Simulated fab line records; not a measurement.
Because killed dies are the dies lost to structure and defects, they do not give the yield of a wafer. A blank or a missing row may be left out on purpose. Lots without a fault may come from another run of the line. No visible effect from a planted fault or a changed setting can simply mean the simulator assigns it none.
Matching of chambers ; flow n5-finfet ; N5_ZERO_LAYER_ETCH_17 on rie-diel-03 has 4 sister chambers
The step etches SiO2 in CF4, target depth 12 nm, time 13.3 s. 7 wafers are shown with their chamber, then 9 later ones without.

WAFERS WITH THEIR CHAMBER
wafer;chamber;showerhead-plenum-p-Torr (Torr);throttle-valve-pct (%)
L082.2;3;2.13;15.89
L084.5;0;2.13;15.53
L085.1;0;2.13;15.53
L085.6;1;2.00;15.37
L088.1;3;2.12;15.89
L088.2;2;2.15;16.09
L088.5;2;2.15;16.08

WAFERS WITH NO CHAMBER GIVEN
wafer;showerhead-plenum-p-Torr (Torr);throttle-valve-pct (%)
L090.1;2.12;15.91
L090.4;2.13;15.54
L090.5;2.13;15.55
L094.1;1.99;15.40
L094.2;2.12;15.92
L094.4;2.14;16.11
L095.2;1.99;15.40
L095.5;2.12;15.93
L095.6;2.14;16.10

CHAMBER TAKEN BY EACH
wafer;from the rows above;in truth
L090.1;3;3
L090.4;0;0
L090.5;0;0
L094.1;1;1
L094.2;3;3
L094.4;2;2
L095.2;1;1
L095.5;3;3
L095.6;2;2
Correctly placed: 9 of 9. Left unplaced by these rows: 0. Wrongly placed: 0.
How it was worked out, from the rows above alone: a wafer's distance from a chamber is the root of the sum, over the readings, of the square of ((its reading less the chamber's mean) divided by the reading's scatter). If the next closest chamber is less than 2 further off than the closest, the wafer can't be placed; otherwise it belongs to the closest. The mean given for a chamber averages the wafers shown for that chamber. The scatter: take each reading less its chamber's mean, square it, sum over the shown wafers, divide by the number of wafers less the number of chambers, and take the root.
